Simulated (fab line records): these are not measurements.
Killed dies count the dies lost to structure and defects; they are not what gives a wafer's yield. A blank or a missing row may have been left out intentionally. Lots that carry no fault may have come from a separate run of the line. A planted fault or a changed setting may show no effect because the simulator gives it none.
fab line records	flow nand-harc
record: lots: 6	wafers: 18	last-day: 33
route steps=1302 shown A_STAIRCASE@836 END@1302
lots with no fault: from the same line, run without faults
start-h: hours from the record's first day to the start of the lot's first wafer shown	wait-h: how many hours have passed since the lot's step before this one	" same as the row above	L1.1+2: several wafers, shown together as one row	- value missing, or start not given	* or withheld: withheld	< > ~ a bound
route shown NAME@n: a module of which the file shows steps, and the number in the route of the first	usual: mean/standard deviation of fault-free wafers	same: alike in all rows	chamber/n: place in a boat	sites: per-site readings	_std_site: the values' standard deviation	_edge_site: inner sites' mean taken away from outer sites' mean	radius-mm: for every site, how far away it sits from the centre of the wafer	mask NAME#n: copy n	behind: the tool/chamber that last shaped the wafer	hold: cause of the lot's hold/its duration in hours/its outcome	device: the n, p or np transistor that did not switch	end of line: the route-end tests of the same wafers	a step with no rows: only its recipe	killed: at the first sort, the dies lost to defects and structure; wafer yield is something else	map: shows each die of a wafer: x if killed, . if not, _ if none is there
set.NAME: the run value of the setting; set.NAME@STEP: its run value at that earlier step	model.NAME: the simulator's own value behind a step, which no gauge read
certain route steps with their lots: each step a table, each wafer a row
services: when a tool's chamber went out of use (start-h, in hours from the record's first day, below 0 if earlier), for how many hours, and the reason
== steps ==
step: NHARC_A_STAIRCASE_STRIP_316
recipe: o2-flow-sccm: 500	ar-flow-sccm: 0	bias-w: 0	chemistry: O2
usual: drypump-motor-current-A: 5.7/0.42	o2-flow-sccm: 499.9/1.4	oes-product-au: 1.000/0.0073	rf-vpp-V: 57.6/1	showerhead-plenum-p-Torr: 3.51/0.2	throttle-valve-pct: 17.036/0.0084
lot.wafer	tool	chamber	start-h	wait-h	drypump-motor-current-A	o2-flow-sccm	oes-product-au	rf-hours-counter-h	rf-vpp-V	showerhead-plenum-p-Torr	throttle-valve-pct
L331.4	rie-diel-05	3	-	-	5.2	499.2	0.989	53	57.6	3.75	17.044
L331.5	"	0	"	"	6.2	502.1	0.999	-	56.6	3.29	17.041
L331.6	"	1	"	"	5.4	501.4	1.005	-	57.2	3.60	17.045
L330.2	rie-diel-05	3	-	-	5.2	499.1	0.996	58	58.0	3.74	17.037
L330.1	"	0	"	"	6.3	499.6	0.988	61	56.4	3.29	17.020
L330.6	"	3	"	"	5.2	498.7	1.003	-	58.1	3.74	17.032
L335.2	rie-diel-04	0	-	-	5.9	500.0	0.999	24	58.9	3.79	17.035
L335.4	"	3	"	"	6.1	501.7	1.015	26	57.9	3.31	17.035
L335.5	"	1	"	"	6.0	499.5	1.000	-	56.9	3.50	17.046
L336.2	rie-diel-03	1	-	-	5.9	501.1	0.994	56	57.9	3.36	17.056
L336.1	"	2	"	"	5.0	501.1	1.002	44	58.2	3.73	17.034
L336.4	"	0	"	"	5.2	498.6	0.999	52	57.3	3.40	17.044
L349.1	rie-diel-03	1	-	-	5.9	502.6	0.993	31	55.5	3.34	17.039
L349.4	"	2	"	"	5.0	500.3	1.003	29	59.7	3.71	17.031
L349.3	"	3	"	"	6.1	499.3	0.994	33	58.1	3.79	17.023
L350.3	rie-diel-03	2	-	-	5.0	499.9	1.002	37	58.0	3.70	17.038
L350.4	"	1	"	"	5.9	499.5	1.005	40	56.5	3.33	17.043
L350.5	"	3	"	"	6.1	498.6	1.009	-	58.7	3.79	17.030
step: NHARC_A_STAIRCASE_STRIP_317
recipe: time-s: 900	temp-c: 130	chemistry: SPM
step: NHARC_A_STAIRCASE_PRECLEAN_318
recipe: time-s: *	temp-c: 50	bath-age-min: 0	chemistry: SC1
step: NHARC_A_STAIRCASE_SRD_329
step: NHARC_A_STAIRCASE_ALD_415
recipe: target-thk-a: 300	pulse-time-s: 6	ald-cycles: 300	temp-c: 300	material: SiO2
step: NHARC_A_STAIRCASE_ETCHBACK_416
recipe: target-depth-a: 360	time-s: 7.2	c4f8-flow-sccm: withheld	o2-flow-sccm: 8	ar-flow-sccm: withheld	rf-w: 600	bias-w: 800	chemistry: C4F8/O2/Ar
step: NHARC_A_STAIRCASE_STRIP_476
recipe: time-s: 20	o2-flow-sccm: 500	ar-flow-sccm: 0	bias-w: 0	chemistry: O2
usual: drypump-motor-current-A: 5.8/0.42	o2-flow-sccm: 499.9/1.6	oes-product-au: 1.000/0.007	rf-vpp-V: 57.9/0.95	showerhead-plenum-p-Torr: 3.56/0.2	throttle-valve-pct: 17.036/0.0094
lot.wafer	tool	chamber	start-h	wait-h	drypump-motor-current-A	o2-flow-sccm	oes-product-au	rf-hours-counter-h	rf-vpp-V	showerhead-plenum-p-Torr	throttle-valve-pct
L331.4	rie-diel-04	0	364.94	0.1	5.9	499.5	1.012	6	57.6	3.80	17.032
L331.6	"	2	"	"	5.6	498.3	1.006	-	58.1	3.34	17.036
L331.5	"	3	"	"	6.1	499.4	1.022	-	57.9	3.31	17.040
L330.2	rie-diel-04	0	380.48	0.1	6.0	500.4	1.002	12	58.4	3.80	17.041
L330.1	"	1	"	"	6.0	501.0	1.003	9	58.3	3.51	17.044
L330.6	"	3	"	"	6.1	501.9	1.001	-	59.0	3.31	17.035
L335.4	rie-diel-05	0	421.13	0.1	6.3	495.7	0.991	10	58.2	3.80	17.042
L335.2	"	1	"	"	5.4	500.7	1.018	9	58.2	3.59	17.053
L335.5	"	2	"	"	6.1	501.6	0.998	-	56.7	3.29	17.022
L336.2	rie-diel-05	0	421.69	0.1	6.3	498.2	1.007	10	58.1	3.80	17.038
L336.1	"	2	"	"	6.1	501.1	1.009	8	57.3	3.29	17.042
L336.4	"	3	"	"	5.2	497.4	1.011	9	58.9	3.74	17.033
L349.3	rie-diel-03	3	545.40	0.1	6.1	498.9	0.998	34	57.1	3.79	17.044
L349.4	"	0	"	"	5.2	500.6	1.000	36	59.9	3.38	17.025
L349.1	"	1	"	"	5.9	500.9	0.994	32	57.4	3.34	17.035
L350.3	rie-diel-04	2	570.56	0.1	5.6	500.5	0.997	19	57.0	3.31	17.044
L350.4	"	3	"	"	6.1	501.3	1.012	22	56.5	3.28	17.022
L350.5	"	0	"	"	5.9	502.0	0.997	-	56.6	3.76	17.032
step: NHARC_A_STAIRCASE_DEP_417
recipe: target-thk-a: 600	step-coverage-pct: 20	temp-c: 400	target-thk-nm: 60	flow-sccm: 200	rf-w: 450	material: Si3N4
step: NHARC_A_STAIRCASE_WET_418
recipe: temp-c: 160	target-depth-a: 200	chemistry: H3PO4
step: NHARC_A_STAIRCASE_PRECLEAN_419
recipe: time-s: *	temp-c: 50	bath-age-min: 0	chemistry: SC1
step: NHARC_A_STAIRCASE_SRD_421
step: NHARC_A_STAIRCASE_ALD_420
recipe: target-thk-a: 200	pulse-time-s: 6	ald-cycles: 200	temp-c: 300	material: SiO2
usual: heater-power-w: 476/67	precursor-pulse-height-rel: 1.001/0.02
lot.wafer	tool	chamber	start-h	wait-h	heater-power-w	precursor-pulse-height-rel
L331.4	ald-hk-02	0	366.71	-	461	1.012
L331.6	"	1	"	"	473	0.974
L331.5	"	2	"	"	427	0.990
L330.2	ald-hk-03	3	383.63	-	347	0.974
L330.1	"	0	"	"	505	1.014
L330.6	"	1	"	"	424	0.972
L335.2	ald-hk-02	2	424.20	-	427	0.983
L335.4	"	3	"	"	540	0.999
L335.5	"	1	"	"	474	1.041
L336.1	ald-hk-02	3	425.15	1.3	525	1.021
L336.2	"	0	"	"	476	0.990
L336.4	"	1	"	"	473	1.003
L349.3	ald-hk-04	1	548.20	-	637	0.982
L349.4	"	2	"	"	490	0.976
L349.1	"	3	"	"	460	0.974
L350.4	ald-hk-02	3	573.36	-	489	0.985
L350.3	"	0	"	"	493	0.991
L350.5	"	3	"	"	506	1.040
step: NHARC_A_STAIRCASE_CVD_552
recipe: target-thk-a: 400	temp-c: 700	pressure-mtorr: 300	material: SiNx
step: NHARC_A_STAIRCASE_DEP_151
recipe: target-thk-a: 72000	temp-c: 400	target-thk-nm: 7200	teos-flow-sccm: 200	rf-w: 500	material: SiO2
usual: heater-power-w: 654/96
lot.wafer	tool	chamber	start-h	wait-h	heater-power-w
L331.5	pecvd-02	2	375.67	0.7	718
L331.4	"	0	"	"	728
L331.6	"	1	"	"	606
L330.2	pecvd-01	1	392.49	0.4	772
L330.1	"	0	"	"	715
L330.6	"	0	"	"	585
L335.2	pecvd-02	1	432.19	0.4	658
L335.5	"	2	"	"	727
L335.4	"	0	"	"	729
L336.1	pecvd-01	0	432.19	0.4	573
L336.2	"	2	"	"	735
L336.4	"	2	"	"	599
L349.3	pecvd-03	2	557.84	0.4	619
L349.1	"	0	"	"	653
L349.4	"	2	"	"	491
L350.3	pecvd-02	1	584.11	0.5	744
L350.4	"	0	"	"	732
L350.5	"	1	"	"	626
step: NHARC_A_STAIRCASE_ANNEAL_320
recipe: temp-c: 750	time-s: 1800
step: NHARC_A_STAIRCASE_DEP_322
recipe: target-thk-a: 72000	temp-c: 400	target-thk-nm: 7200	teos-flow-sccm: 200	rf-w: 500	material: SiO2
usual: heater-power-w: 641/95
lot.wafer	tool	chamber	start-h	wait-h	heater-power-w
L331.4	pecvd-03	0	383.50	0.4	540
L331.5	"	1	"	"	581
L331.6	"	2	"	"	487
L330.2	pecvd-03	0	403.37	0.1	573
L330.1	"	2	"	"	517
L330.6	"	2	"	"	491
L336.2	pecvd-03	0	440.22	0.1	606
L336.1	"	1	"	"	694
L336.4	"	0	"	"	529
L335.2	pecvd-02	2	440.32	0.2	779
L335.5	"	1	"	"	617
L335.4	"	0	"	"	704
L349.3	pecvd-03	0	565.24	0.2	610
L349.1	"	1	"	"	611
L349.4	"	0	"	"	561
L350.3	pecvd-03	0	594.30	0.3	710
L350.4	"	1	"	"	538
L350.5	"	0	"	"	574
step: NHARC_A_STAIRCASE_ANNEAL_323
recipe: temp-c: 750	time-s: 1800
step: NHARC_A_STAIRCASE_DEP_325
recipe: target-thk-a: 72000	temp-c: 400	target-thk-nm: 7200	teos-flow-sccm: 200	rf-w: 500	material: SiO2
usual: heater-power-w: 654/100
lot.wafer	tool	chamber	start-h	wait-h	heater-power-w
L331.4	pecvd-01	2	398.04	0.4	596
L331.6	"	0	"	"	570
L331.5	"	1	"	"	662
L330.1	pecvd-02	2	413.58	0.1	781
L330.2	"	1	"	"	644
L330.6	"	2	"	"	699
L335.2	pecvd-02	0	449.86	0.1	882
L335.4	"	0	"	"	711
L335.5	"	2	"	"	729
L336.2	pecvd-01	2	449.95	0.2	601
L336.1	"	0	"	"	691
L336.4	"	1	"	"	657
L349.3	pecvd-01	0	573.61	0.1	568
L349.1	"	1	"	"	719
L349.4	"	2	"	"	545
L350.3	pecvd-01	0	601.93	0.1	683
L350.4	"	0	"	"	558
L350.5	"	2	"	"	552
step: NHARC_A_STAIRCASE_ANNEAL_326
recipe: temp-c: 750	time-s: 1800
step: NHARC_A_STAIRCASE_DEHYDRATE_433
recipe: temp-c: 150	time-s: 120
step: NHARC_A_STAIRCASE_HMDS_434
recipe: time-s: 30
step: NHARC_A_STAIRCASE_COAT_435
recipe: spin-rpm: 1200
step: NHARC_A_STAIRCASE_SOFTBAKE_436
recipe: temp-c: 135	time-s: 170
step: NHARC_A_STAIRCASE_EBR_437
step: NHARC_A_STAIRCASE_EXPOSE_438
recipe: na: 0.5	dose-mj: 28.97	mask-id: STAIR_REV
step: NHARC_A_STAIRCASE_PEB_439
recipe: peb-temp-c: 115	peb-time-s: 130
step: NHARC_A_STAIRCASE_DEVELOP_440
recipe: time-s: 140
step: NHARC_A_STAIRCASE_HARDBAKE_442
recipe: temp-c: 120	time-s: 140
step: NHARC_A_STAIRCASE_DESCUM_443
recipe: time-s: 3	o2-flow-sccm: 200	ar-flow-sccm: 0	bias-power-w: 0	chemistry: O2
step: NHARC_A_STAIRCASE_ETCH_444
recipe: target-depth-a: 2.04e+05	time-s: 6800	c4f8-flow-sccm: 20	o2-flow-sccm: 10	ar-flow-sccm: withheld	rf-w: 600	bias-w: 1000	chemistry: C4F8/O2
step: NHARC_A_STAIRCASE_STRIP_446
recipe: power-w: 1500	temp-c: 250	chemistry: O2
step: NHARC_A_STAIRCASE_STRIP_447
recipe: time-s: 900	temp-c: 130	chemistry: SPM
step: NHARC_A_STAIRCASE_PRECLEAN_448
recipe: time-s: *	temp-c: 50	bath-age-min: 0	chemistry: SC1
step: NHARC_A_STAIRCASE_SRD_449
step: NHARC_A_STAIRCASE_CMP_450
recipe: target-thk-nm: 200	material: SiO2
step: NHARC_A_STAIRCASE_CMP_152
step: NHARC_END_SORT_01
recipe: temp-c: 25
usual: killed-at-array: 47/14	killed-at-other: 0.5/0.72	killed-at-periphery: 4/3.1	killed-dies: 52/15	killed-open: 3.2/1.9	killed-short: 2.4/1.7
same: gross-dies: 677
lot.wafer	tool	chamber	start-h	wait-h	killed-at-array	killed-at-other	killed-at-periphery	killed-dies	killed-open	killed-short
L331.4	prober-01	0	541.66	3.4	60	1	3	64	1	6
L331.5	prober-01	0	542.45	3.7	50	0	8	58	1	3
L331.6	prober-01	0	543.24	4.0	74	0	9	83	5	5
L330.1	prober-02	0	552.16	2.5	66	2	5	73	4	4
L330.2	prober-02	0	552.96	2.8	63	0	5	68	4	3
L330.6	prober-02	0	556.14	4.0	47	1	7	55	8	3
L336.1	prober-02	0	584.49	2.5	172	0	5	177	3	6
L336.2	prober-02	0	585.30	2.8	146	0	7	153	1	2
L336.4	prober-02	0	586.92	3.4	79	0	2	81	2	4
L335.2	prober-01	0	592.99	2.8	64	0	2	66	5	1
L335.4	prober-01	0	594.58	3.4	118	1	2	121	2	3
L335.5	prober-01	0	595.38	3.7	72	0	0	72	5	2
L350.3	prober-01	0	791.49	3.1	29	1	0	30	0	2
L350.4	prober-01	0	792.29	3.4	51	1	3	55	5	5
L350.5	prober-01	0	793.09	3.7	34	0	2	36	4	0
killed by level:class
L331.4 A_CHANNEL_HOLE_D1:chamber-film-flake=30 A_CHANNEL_HOLE_D2:chamber-film-flake=18 A_CONTACT:chamber-film-flake=3 P_M0:chamber-film-flake=2 A_STAIRCASE:chamber-film-flake=2 A_ONON_D1:geometric-particle:open=1 A_CHANNEL_FILL_D1:geometric-particle:short=1 A_DECK1_JOINT:geometric-particle:short=1
L331.5 A_CHANNEL_HOLE_D1:chamber-film-flake=21 A_CHANNEL_HOLE_D2:chamber-film-flake=16 A_STAIRCASE:chamber-film-flake=7 A_CONTACT:chamber-film-flake=3 A_CHANNEL_FILL_D1:geometric-particle:short=2 P_STI:chamber-film-flake=2 P_M0:chamber-film-flake=2 P_GATE:geometric-particle:open=1
L331.6 A_CHANNEL_HOLE_D1:chamber-film-flake=31 A_CHANNEL_HOLE_D2:chamber-film-flake=29 P_M0:chamber-film-flake=5 A_STAIRCASE:chamber-film-flake=3 P_GATE:chamber-film-flake=2 P_M2:geometric-particle:open=1 A_ONON_D1:geometric-particle:short=1 A_CHANNEL_FILL_D1:geometric-particle:open=1
L330.1 A_CHANNEL_HOLE_D2:chamber-film-flake=34 A_SLIT:chamber-film-flake=11 A_STAIRCASE:chamber-film-flake=9 A_CONTACT:chamber-film-flake=4 A_CHANNEL_HOLE_D1:geometric-particle:short=2 P_CONTACT:geometric-particle:short=1 P_CONTACT:geometric-particle:open=1 A_SGD_CUT:geometric-particle:open=1
L330.2 A_SLIT:chamber-film-flake=24 A_CHANNEL_HOLE_D2:chamber-film-flake=22 A_CHANNEL_HOLE_D1:chamber-film-flake=3 A_STAIRCASE:chamber-film-flake=3 P_M0:geometric-particle:open=2 A_WL_FILL:geometric-particle:short=2 P_GATE:chamber-film-flake=2 A_CHANNEL_FILL_D2:chamber-film-flake=2
L330.6 A_CHANNEL_HOLE_D2:chamber-film-flake=19 A_SLIT:chamber-film-flake=8 A_STAIRCASE:chamber-film-flake=4 A_CONTACT:chamber-film-flake=4 P_GATE:chamber-film-flake=3 A_ONON_D1:geometric-particle:open=2 A_BLC:geometric-particle:open=2 P_M0:chamber-film-flake=2
L336.1 A_STAIRCASE:unspecified=105 A_CHANNEL_HOLE_D2:chamber-film-flake=34 A_CHANNEL_HOLE_D1:chamber-film-flake=24 A_CHANNEL_FILL_D1:geometric-particle:short=2 P_ZERO_WELL:chamber-film-flake=2 P_STI:geometric-particle:short=1 P_M0:geometric-particle:open=1 A_SOURCE_PLATE:geometric-particle:open=1
L336.2 A_STAIRCASE:unspecified=76 A_CHANNEL_HOLE_D1:chamber-film-flake=39 A_CHANNEL_HOLE_D2:chamber-film-flake=24 P_GATE:chamber-film-flake=3 A_CHANNEL_FILL_D2:chamber-film-flake=2 A_STAIRCASE:chamber-film-flake=2 P_STI:geometric-particle:open=1 P_M0:geometric-particle:short=1
L336.4 A_STAIRCASE:unspecified=33 A_CHANNEL_HOLE_D2:chamber-film-flake=25 A_CHANNEL_HOLE_D1:chamber-film-flake=11 A_ONON_D1:geometric-particle:short=3 P_ZERO_WELL:chamber-film-flake=2 A_CHANNEL_FILL_D2:chamber-film-flake=2 A_STAIRCASE:chamber-film-flake=2 A_ONON_D1:geometric-particle:open=1
L335.2 A_STAIRCASE:unspecified=37 A_CHANNEL_HOLE_D1:chamber-film-flake=4 A_CHANNEL_HOLE_D2:chamber-film-flake=4 A_CHANNEL_FILL_D2:chamber-film-flake=4 A_BONDPAD:chamber-film-flake=3 A_CONTACT:chamber-film-flake=3 A_CHANNEL_FILL_D1:geometric-particle:open=2 A_M0:geometric-particle:open=2
L335.4 A_STAIRCASE:unspecified=106 A_CHANNEL_HOLE_D2:chamber-film-flake=2 A_BONDPAD:chamber-film-flake=2 P_M1:geometric-particle:open=1 A_ONON_D2:geometric-particle:short=1 A_M0:geometric-particle:open=1 A_M0:geometric-particle:short=1 STARTING-WAFER:geometric-particle:short=1
L335.5 A_STAIRCASE:unspecified=39 A_CHANNEL_HOLE_D2:chamber-film-flake=9 A_CHANNEL_FILL_D2:geometric-particle:open=4 A_SLIT:chamber-film-flake=4 A_CHANNEL_HOLE_D1:chamber-film-flake=3 A_WL_FILL:chamber-film-flake=3 A_CONTACT:chamber-film-flake=3 A_STAIRCASE:chamber-film-flake=2
L350.3 A_CHANNEL_HOLE_D2:chamber-film-flake=8 A_CONTACT:chamber-film-flake=7 A_CHANNEL_HOLE_D1:chamber-film-flake=6 A_SLIT:chamber-film-flake=4 A_STAIRCASE:chamber-film-flake=2 A_M0:geometric-particle:short=1 STARTING-WAFER:geometric-particle:short=1 A_CHANNEL_FILL_D1:chamber-film-flake=1
L350.4 A_CHANNEL_HOLE_D2:chamber-film-flake=19 A_CHANNEL_HOLE_D1:chamber-film-flake=8 A_SLIT:chamber-film-flake=7 A_STAIRCASE:chamber-film-flake=4 P_STI:chamber-film-flake=3 A_CONTACT:chamber-film-flake=3 A_SOURCE_PLATE:geometric-particle:short=1 A_ONON_D1:geometric-particle:open=1
L350.5 A_CHANNEL_HOLE_D2:chamber-film-flake=10 A_SLIT:chamber-film-flake=7 A_CHANNEL_HOLE_D1:chamber-film-flake=5 A_CONTACT:chamber-film-flake=4 A_STAIRCASE:chamber-film-flake=3 P_GATE:chamber-film-flake=2 A_CHANNEL_HOLE_D1:geometric-particle:open=1 A_CHANNEL_FILL_D1:geometric-particle:open=1
map L335.4 (x killed, . not)
____________.____________
_________......._________
_______..........._______
______....x........______
_____.x............._____
____.................____
____.................____
___...................___
___...................___
__.....................__
__.....................__
_......................._
_........x.............._
_......................._
_.........x............._
_......................._
.........................
..........x..............
............x............
............x....x.......
...........xx............
_.........xxx..........._
_.....xxxxxxx..........._
_....xxxxxxxxx.........._
_..x.x.xxxxxxxx........._
_.....xxxxxxxxx.......x._
__....xxxxxxxxx......x.__
__.xx.xxxxxxxx.........__
___...xxxxxxxxx.......___
___x...xxxxxxxx.......___
____.xxxxxxxxxx......____
____...xxxxxxxx....x.____
_____..xxxxxxx......_____
______..xxxxx......______
_______.x.xx......_______
_________......._________
____________.____________
map L336.1 (x killed, . not)
____________.____________
_________......._________
_______..........._______
______.............______
_____.......x......._____
____.................____
____.................____
___......x............___
___...............x...___
__.....................__
__.....................__
_.........x............._
_....x..x.x............._
_......xxxx............._
_......xxx.x............_
_......xx.x............._
....xxxx.xx..............
........xxxx.............
.x.x..xx.xx..............
x.xxxx.xx.xx.............
xxxx....x..x.............
_xxxx....xx.x..........._
_xx.xx.x.xxxx....x......_
_x....xxxxxxx.x........._
_xxx.xxxxxxxxx.x........_
_xx..xxxxxxxxxx.....x..._
__x...xxxxxxxxx.x......__
__...xxxxxxxxxxx.......__
___...xxxxxxxx........___
___...xxxxxxxxx.......___
____x.xxxxxxxx.x.....____
____...xxxxxxx.......____
_____.xxxxxxxx......_____
______..xxxxxxx....______
_______.xxxx......_______
_________.x....._________
____________.____________
== services ==
tool	chamber	start-h	hours	kind
pecvd-03	-	342.17	13.0	pm
pecvd-02	-	342.91	0.6	repair
rie-diel-03	3	351.10	2.8	repair
rie-diel-05	-	355.45	0.1	repair
rie-diel-05	-	382.63	9.0	pm
rie-diel-03	2	383.24	6.9	repair
pecvd-02	-	384.00	13.0	pm
rie-diel-03	-	434.37	9.0	pm
pecvd-03	2	436.05	6.8	repair
rie-diel-05	2	447.62	9.7	repair
pecvd-01	-	455.85	0.7	repair
pecvd-01	-	468.00	13.0	pm
pecvd-01	-	489.16	3.3	repair
ald-hk-02	-	497.40	0.4	repair
pecvd-01	2	503.25	7.6	repair
ald-hk-02	-	506.48	0.9	repair
rie-diel-04	-	508.16	9.0	pm
rie-diel-04	2	520.78	7.4	repair
pecvd-03	-	523.28	13.0	pm
rie-diel-05	3	534.63	5.9	repair
pecvd-01	-	562.04	0.7	repair
pecvd-02	-	565.00	13.0	pm
pecvd-01	-	574.93	0.9	repair
pecvd-01	-	585.66	0.3	repair
== key ==
first-sign: step: NHARC_END_SORT_01	reading: killed-at-array	direction: up	sigmas: 4.3	usual: 47	struck: 108
effect: step: NHARC_END_SORT_01	reading: killed-dies	direction: up	sigmas: 3.9	usual: 52	struck: 112
more-kills-born-at: NHARC_A_STAIRCASE_ALD_420@ald-hk-02: 396
met-at NHARC_A_STAIRCASE_ALD_420
struck-wafers L335.2,L335.4,L335.5,L336.1,L336.2,L336.4
tester-left-out L335,L336
onset-between 366.71 424.20
also-fits NHARC_A_STAIRCASE_STRIP_476:rie-diel-05
fault: kind: chamber-particle-source	tool: ald-hk-02	chamber: -	onset-h: 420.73	steps: NHARC_A_STAIRCASE_ALD_420	rate-per-visit-cm2: 1.706	end-h: 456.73
tester-left-out: of these lots the tester's yield and bins aren't shown, on N5 and GAA mostly nor the transistor test; their killed dies are dies lost to structure and defects alone, not to doping, threshold or leakage, so they don't give the yield
